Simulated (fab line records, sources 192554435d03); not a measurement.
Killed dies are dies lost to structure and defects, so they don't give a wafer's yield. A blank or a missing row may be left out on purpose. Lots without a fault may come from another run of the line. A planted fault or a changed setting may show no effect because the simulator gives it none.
One fault seen from 3 desks | flow n5_finfet | each desk has only its own numbers; what lay behind them comes last

THE DEFECT DESK
What the inspections along the route counted, lot by lot: means of the sampled wafers that have a number. A lot is out of limits, marked OUT, if its mean lies more than 4 standard deviations from the usual mean; the brackets give that distance.
Columns: A = raw_defect_count at N5_BEOL_M4_INSPECT_30, usual 432
lot  | first seen here | A
L469 | day 8 00:04     | 453
L472 | day 8 16:38     | 457
L474 | day 9 06:44     | 411
L476 | day 9 11:23     | 446
L485 | day 11 20:34    | 401
L488 | day 13 08:40    | 440
L489 | day 14 14:25    | 487
This desk's finding: nothing out of limits on any of the 7 lots.

THE TOOL OWNER'S DESK: rie_diel-01
The tool's own readings at N5_BEOL_M4_VIA_ETCH_34 (etches the open film in C4F6/O2, target depth 69.4 nm, time 65.9 s): means of the sampled wafers that have a number, for each lot that ran on this tool. A lot is out of limits, marked OUT, if its mean lies more than 4 standard deviations from the usual mean; the brackets give that distance.
Columns: A = drypump_motor_current_A at N5_BEOL_M4_VIA_ETCH_34, usual 5.7 A; B = oes_f_703_au at N5_BEOL_M4_VIA_ETCH_34, usual 0.80 a.u.; C = oes_product_au at N5_BEOL_M4_VIA_ETCH_34, usual 0.81 a.u.; D = rf_fwd_power_W at N5_BEOL_M4_VIA_ETCH_34, usual 346.9 W; E = rf_vpp_V at N5_BEOL_M4_VIA_ETCH_34, usual 667 V; F = showerhead_plenum_p_Torr at N5_BEOL_M4_VIA_ETCH_34, usual 2.89 Torr; G = throttle_valve_pct at N5_BEOL_M4_VIA_ETCH_34, usual 30.8 %
lot  | first seen here | A   | B    | C    | D     | E   | F    | G
L469 | day 8 00:34     | 5.3 | 0.81 | 0.85 | 347.0 | 669 | 2.99 | 30.9
L472 | day 8 17:38     | 5.5 | 0.83 | 1.04 | 348.0 | 666 | 3.00 | 30.9
L474 | day 9 08:44     | 5.8 | 0.87 | 1.02 | 346.6 | 673 | 2.93 | 30.8
L476 | day 9 13:26     | 5.4 | 0.81 | 0.92 | 347.6 | 666 | 3.00 | 30.9
L489 | day 15 00:29    | 5.8 | 0.78 | 0.79 | 346.8 | 680 | 2.90 | 30.6
This desk's finding: nothing out of limits on any of the 5 lots.

THE METROLOGY DESK
What the gauges read, lot by lot, whatever tool the lot ran on: means of the sampled wafers that have a number. A lot is out of limits, marked OUT, if its mean lies more than 4 standard deviations from the usual mean; the brackets give that distance. Of its 12 readings 7 are shown: those that lie furthest out on some lot.
Columns: A = V3_OVL at N5_BEOL_M4_OVL_MEAS_29, usual 0.1 nm; B = DIBL_N at N5_BEOL_M4_RC_MEAS_101, usual 36.3 mV/V; C = DIBL_P at N5_BEOL_M4_RC_MEAS_101, usual 36.0 mV/V; D = IOFF_P at N5_BEOL_M4_RC_MEAS_101, usual 0.22 nA/um; E = ION_P at N5_BEOL_M4_RC_MEAS_101, usual 462 uA/um; F = SS_P at N5_BEOL_M4_RC_MEAS_101, usual 73.3 mV/dec; G = VT_P at N5_BEOL_M4_RC_MEAS_101, usual -249 mV
lot  | first seen here | A    | B    | C    | D    | E   | F    | G
L469 | day 7 23:59     | -0.9 | 36.9 | 37.0 | 0.25 | 463 | 73.2 | -247
L472 | day 8 16:33     | 0.5  | 35.7 | 36.2 | 0.21 | 458 | 73.0 | -252
L474 | day 9 06:38     | 0.7  | 35.6 | 35.6 | 0.20 | 459 | 73.0 | -251
L476 | day 9 11:18     | -0.2 | 39.2 | 38.1 | 0.26 | 462 | 73.6 | -246
L485 | day 11 20:29    | -0.4 | 33.0 | 32.3 | 0.14 | 448 | 72.1 | -255
L488 | day 13 08:35    | -0.4 | 36.5 | 36.9 | 0.23 | 465 | 73.3 | -249
L489 | day 14 14:20    | -0.1 | 36.3 | 37.4 | 0.22 | 463 | 73.4 | -249
This desk's finding: nothing out of limits on any of the 7 lots.

PUT TOGETHER
The defect desk saw nothing out of limits.
The tool owner's desk saw nothing out of limits.
The metrology desk saw nothing out of limits.

WHAT THE SIMULATOR HAD PUT IN
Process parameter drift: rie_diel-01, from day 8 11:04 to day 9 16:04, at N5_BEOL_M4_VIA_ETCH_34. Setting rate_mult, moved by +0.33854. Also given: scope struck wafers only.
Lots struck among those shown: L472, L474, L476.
